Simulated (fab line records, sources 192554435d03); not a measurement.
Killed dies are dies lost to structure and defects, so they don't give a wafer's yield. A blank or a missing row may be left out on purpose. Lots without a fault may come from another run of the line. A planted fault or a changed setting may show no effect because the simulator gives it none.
Which tool did it? | flow n5_finfet | 10 lots, 27 wafers sampled, at 6 steps of a route of 1938

WHAT THE GAUGES READ, wafer by wafer
N5_FIN_SAQP_CD_MEAS_16: target cd 35.6 nm.
lot  | measured    | on        | cd_nm (nm)
L517 | day 2 03:31 | cd_sem-03 | 35.3 34.9 35.3
L518 | day 2 09:29 | cd_sem-01 | 35.6 35.6
L519 | day 2 16:03 | cd_sem-02 | 35.9 36.0 35.6
L520 | day 2 21:49 | cd_sem-03 | 35.2 34.8 35.2
L523 | day 3 16:38 | cd_sem-03 | 35.1 35.5
L524 | day 3 21:46 | cd_sem-03 | 36.0 35.7
L533 | day 6 03:32 | cd_sem-01 | 32.7 31.9 31.9
L535 | day 6 16:17 | cd_sem-02 | 32.1 32.6 32.3
L536 | day 6 21:36 | cd_sem-01 | 35.1 34.6 35.2
L538 | day 7 09:21 | cd_sem-03 | 35.8 35.6 35.6

N5_FIN_SAQP_INSPECT_18: inspects for defects (brightfield).
lot  | measured    | on                | raw_defect_count
L517 | day 2 03:34 | defect_inspect-01 | 250 360 402
L518 | day 2 09:32 | defect_inspect-02 | 452 659
L519 | day 2 16:07 | defect_inspect-01 | 350 410 454
L520 | day 2 21:53 | defect_inspect-01 | 412 369 544
L523 | day 3 16:42 | defect_inspect-01 | 537 721
L524 | day 3 21:50 | defect_inspect-02 | 373 482
L533 | day 6 03:37 | defect_inspect-01 | 395 388 325
L535 | day 6 16:20 | defect_inspect-02 | 345 530 439
L536 | day 6 21:40 | defect_inspect-02 | 435 488 510
L538 | day 7 09:25 | defect_inspect-02 | 336 422 380

N5_BEOL_M4_RC_MEAS_101.
lot  | measured     | on        | DIBL_N (mV/V)  | DIBL_P (mV/V)  | IOFF_N (nA/um) | IOFF_P (nA/um) | ION_N (uA/um) | ION_P (uA/um) | SS_N (mV/dec)  | SS_P (mV/dec)  | VT_N (mV)   | VT_P (mV)
L517 | day 7 15:59  | prober-02 | 36.3 36.8 38.4 | 36.0 36.5 37.9 | 0.14 0.14 0.17 | 0.21 0.21 0.25 | 683 665 676   | 471 462 464   | 71.0 71.5 71.2 | 73.8 73.4 74.0 | 254 253 250 | -254 -253 -251
L518 | day 7 19:15  | prober-02 | 33.4 35.0      | 33.4 36.1      | 0.12 0.15      | 0.15 0.20      | 664 661       | 452 453       | 70.8 71.6      | 72.9 73.3      | 258 249     | -254 -251
L519 | day 8 12:02  | prober-01 | 37.1 34.0 35.2 | 37.1 33.1 35.2 | 0.18 0.12 0.15 | 0.21 0.16 0.18 | 673 648 679   | 458 447 456   | 72.1 71.8 72.0 | 74.2 72.7 73.1 | 248 254 250 | -250 -255 -254
L520 | day 8 17:03  | prober-02 | 36.0 38.8 38.9 | 35.8 39.2 39.4 | 0.14 0.20 0.19 | 0.22 0.28 0.28 | 661 679 675   | 460 467 473   | 72.0 71.9 72.2 | 73.4 74.3 74.7 | 255 249 248 | -250 -244 -244
L523 | day 9 13:11  | prober-01 | 34.9 36.1      | 34.1 35.5      | 0.12 0.14      | 0.17 0.18      | 655 669       | 452 454       | 70.8 71.9      | 72.7 72.6      | 253 255     | -255 -254
L524 | day 9 17:47  | prober-01 | 34.9 35.7      | 32.9 33.0      | 0.12 0.14      | 0.18 0.19      | 653 677       | 457 462       | 71.0 70.8      | 73.2 72.8      | 255 251     | -252 -253
L533 | day 11 13:49 | prober-02 | 36.2 38.6 35.8 | 33.6 36.5 33.4 | 0.13 0.18 0.13 | 0.19 0.23 0.19 | 663 679 653   | 451 464 456   | 71.1 71.7 71.4 | 72.5 73.8 73.3 | 253 252 253 | -255 -248 -254
L535 | day 12 04:56 | prober-01 | 36.5 36.2 35.5 | 37.0 36.8 34.7 | 0.16 0.15 0.13 | 0.20 0.20 0.17 | 669 665 661   | 462 460 452   | 72.3 71.2 71.5 | 73.6 73.7 73.0 | 251 251 256 | -249 -251 -253
L536 | day 12 09:29 | prober-01 | 36.9 33.8 36.6 | 37.1 33.7 37.1 | 0.16 0.11 0.16 | 0.18 0.13 0.17 | 670 662 682   | 454 446 459   | 71.6 70.9 71.5 | 73.1 72.7 73.2 | 251 256 249 | -258 -262 -258
L538 | day 13 07:39 | prober-01 | 34.2 37.2 36.9 | 32.7 37.0 36.4 | 0.10 0.15 0.14 | 0.14 0.19 0.19 | 656 667 666   | 455 456 463   | 70.4 71.2 71.6 | 71.8 72.6 72.9 | 257 251 252 | -254 -253 -255

WHICH TOOL RAN EACH LOT (tool, then ch and the chambers of the sampled wafers, then the start)
lot  | N5_PMOS_HMC_CHANNEL_EPI_STRIP_33  | N5_FIN_SAQP_ALD_61               | N5_FIN_SAQP_PEB_14
L517 | rie_diel-05 ch 0,1, day 1 23:25   | ald_sin-01 ch 1,2, day 2 02:26   | litho_track-04 ch 0, day 2 03:26
L518 | rie_diel-03 ch 1, day 2 05:25     | ald_sin-01 ch 2, day 2 08:11     | litho_track-03 ch 0, day 2 09:25
L519 | rie_diel-05 ch 1,2, day 2 11:41   | ald_sin-03 ch 1,2,3, day 2 14:53 | litho_track-04 ch 0, day 2 15:59
L520 | rie_diel-01 ch 0,1,3, day 2 17:52 | ald_sin-04 ch 0,2, day 2 20:36   | litho_track-04 ch 0, day 2 21:45
L523 | rie_diel-01 ch 0, day 3 12:28     | ald_sin-04 ch 0,1, day 3 15:20   | litho_track-02 ch 0, day 3 16:34
L524 | rie_diel-01 ch 1,3, day 3 17:34   | ald_sin-04 ch 1,2, day 3 20:32   | litho_track-03 ch 0, day 3 21:42
L533 | rie_diel-03 ch 0,1,3, day 5 23:25 | ald_sin-04 ch 0,2,3, day 6 02:16 | litho_track-04 ch 0, day 6 03:29
L535 | rie_diel-03 ch 0,1, day 6 12:14   | ald_sin-04 ch 1,2, day 6 15:05   | litho_track-04 ch 0, day 6 16:13
L536 | rie_diel-01 ch 0,1,2, day 6 17:14 | ald_sin-04 ch 1,3, day 6 20:24   | litho_track-02 ch 0, day 6 21:32
L538 | rie_diel-03 ch 0,1,3, day 7 05:12 | ald_sin-01 ch 1,2,3, day 7 08:02 | litho_track-03 ch 0, day 7 09:17
- N5_PMOS_HMC_CHANNEL_EPI_STRIP_33: strips in N2/H2.
- N5_FIN_SAQP_ALD_61: deposits SiO2, target thk 4 nm, pulse time 1 s, purge time 2 s.
- N5_FIN_SAQP_PEB_14: peb time 60 s.

WHAT THE TOOLS THEMSELVES READ (means of the sampled wafers that have a number; where no wafer has one, the mark that the record gives instead)
N5_PMOS_HMC_CHANNEL_EPI_STRIP_33.
lot  | tool        | drypump_motor_current_A (A) | oes_product_au (a.u.) | rf_vpp_V (V) | showerhead_plenum_p_Torr (Torr) | throttle_valve_pct (%)
L517 | rie_diel-05 | 5.9                         | 0.86                  | 55.2         | 3.43                            | 18.6
L518 | rie_diel-03 | 6.1                         | 0.69                  | 53.2         | 3.34                            | 19.4
L519 | rie_diel-05 | 6.3                         | 0.88                  | 55.1         | 3.57                            | 18.5
L520 | rie_diel-01 | 5.3                         | 0.87                  | 52.5         | 3.37                            | 18.8
L523 | rie_diel-01 | 4.9                         | 0.94                  | 53.7         | 3.45                            | 19.2
L524 | rie_diel-01 | 5.6                         | 0.82                  | 54.4         | 3.33                            | 18.6
L533 | rie_diel-03 | 5.8                         | 0.80                  | 55.1         | 3.39                            | 19.2
L535 | rie_diel-03 | 6.0                         | 0.80                  | 55.3         | 3.35                            | 19.3
L536 | rie_diel-01 | 5.2                         | 0.81                  | 55.2         | 3.39                            | 19.2
L538 | rie_diel-03 | 5.8                         | 0.78                  | 52.8         | 3.38                            | 19.2

N5_FIN_SAQP_ALD_61.
lot  | tool       | heater_power_w (W) | precursor_pulse_height_rel
L517 | ald_sin-01 | 400                | 1.017
L518 | ald_sin-01 | 375                | 0.972
L519 | ald_sin-03 | 518                | 0.993
L520 | ald_sin-04 | 501                | 0.991
L523 | ald_sin-04 | 440                | 1.000
L524 | ald_sin-04 | 446                | 0.970
L533 | ald_sin-04 | 476                | 0.987
L535 | ald_sin-04 | 429                | 1.010
L536 | ald_sin-04 | 408                | 1.007
L538 | ald_sin-01 | 411                | 1.012

N5_FIN_SAQP_PEB_14.
lot  | tool           | exhaust_pa (Pa)
L517 | litho_track-04 | 45.6
L518 | litho_track-03 | 46.3
L519 | litho_track-04 | 45.1
L520 | litho_track-04 | 45.0
L523 | litho_track-02 | 45.9
L524 | litho_track-03 | 45.5
L533 | litho_track-04 | 45.3
L535 | litho_track-04 | 46.0
L536 | litho_track-02 | 45.5
L538 | litho_track-03 | 44.6

THE ANSWER, worked out from the rows above alone
Rule: what is usual is taken from the lots themselves. Put in order of their means at a reading, lots are off if they are a third of the lots or fewer, leave a main group of 4 or more, and stand apart from it by a gap of 3 or more times the standard deviation of the main group's means; of several such gaps the widest counts. A main group whose means are all the same, to the digits that the tables above print for the reading, isn't used. A lot without any number at a reading at which 4 lots or more have one is off too. The other lots that the step has rows for count as sound. The gauges are gone through in route order, then the tools' own readings, and for those a lot's mean is taken as printed above. The first step at which some lot is off is used, and at that step the reading that is off furthest; a lot without a number counts as furthest.
Off: L533, L535, at N5_FIN_SAQP_CD_MEAS_16 (cd_nm). The main group: mean 35.4 nm, standard deviation 0.33.
A tool fits if, at a process step before that reading, it ran every lot that is off, and no sound lot after the first of them. The gauges at N5_FIN_SAQP_CD_MEAS_16 are tried like those tools. One fits: litho_track-04 at N5_FIN_SAQP_PEB_14. Its last sound lot is L520 (day 2 21:45), its first lot that is off L533 (day 6 03:29): a fault that began between those two fits.

WHAT THE SIMULATOR HAD PUT IN
Process parameter drift: litho_track-04, from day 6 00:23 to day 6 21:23, at N5_FIN_SAQP_PEB_14. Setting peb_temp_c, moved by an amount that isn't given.
Lots struck among those shown: L533, L535. The rule above found the same.
